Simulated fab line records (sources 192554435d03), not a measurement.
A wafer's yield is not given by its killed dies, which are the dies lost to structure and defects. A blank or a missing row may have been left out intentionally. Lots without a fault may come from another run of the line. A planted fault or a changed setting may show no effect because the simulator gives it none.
Chamber matching	flow n5_finfet	N5_MOL_CONTACT_COAG_ETCH_59 on rie_diel-01 has 3 sister chambers
The step etches underlayer in N2/H2, target depth 13 nm, time 10.4 s. 18 wafers are shown with their chamber, then 7 later ones without.

== WAFERS PAIRED WITH THEIR CHAMBERS ==
wafer	chamber	drypump_motor_current_A (A)	throttle_valve_pct (%)	oes_product_au (a.u.)
L074.1	0	6.5	17.37	0.80
L074.2	3	4.8	18.05	0.65
L074.5	0	6.5	17.36	0.80
L077.4	2	5.7	18.20	0.58
L077.5	2	5.7	18.21	0.58
L077.6	3	4.8	18.07	0.64
L078.4	3	4.8	18.07	0.64
L078.5	0	6.5	17.38	0.77
L078.6	3	4.8	18.07	0.64
L081.3	3	4.8	18.08	0.64
L081.5	0	6.5	17.40	0.76
L081.6	2	5.7	18.21	0.58
L082.1	0	6.5	17.41	0.77
L082.3	3	4.8	18.08	0.64
L082.5	2	5.7	18.23	0.58
L083.2	0	6.5	17.39	0.75
L083.5	0	6.6	17.40	0.75
L083.6	3	4.8	18.10	0.64

SIGNATURES (means of the wafers above)
reading	chamber 0	chamber 2	chamber 3	scatter within a chamber
drypump_motor_current_A	6.514	5.700	4.800	0.0239
throttle_valve_pct	17.3871	18.2125	18.0743	0.0159
oes_product_au	0.7714	0.5800	0.6414	0.0136
Rule: a wafer's distance from a chamber is the root of the sum, over the readings, of the square of ((its reading less the chamber's mean) divided by the reading's scatter). If the next closest chamber is less than 2 further off than the closest, the wafer can't be placed; otherwise it belongs to the closest. The scatter is the square root of a quotient: the sum, over the shown wafers, of each reading's squared deviation from its chamber's mean, divided by wafers minus chambers.

== WAFERS WITH NO CHAMBER GIVEN ==
wafer	drypump_motor_current_A (A)	throttle_valve_pct (%)	oes_product_au (a.u.)
L088.2	4.8	18.11	0.63
L088.4	6.5	17.43	0.74
L088.6	5.7	17.75	0.83
L089.3	6.5	17.42	0.73
L090.1	6.5	17.43	0.74
L090.2	5.7	17.77	0.82
L090.6	4.8	18.13	0.62

== THE CHAMBER EACH PASSED THROUGH ==
wafer	from the rows above	in truth
L088.2	3	3
L088.4	0	0
L088.6	2	2
L089.3	0	0
L090.1	0	0
L090.2	2	2
L090.6	3	3
Correct placement for 7 of the 7. Not placeable from these rows: 0. 0 placed wrongly.
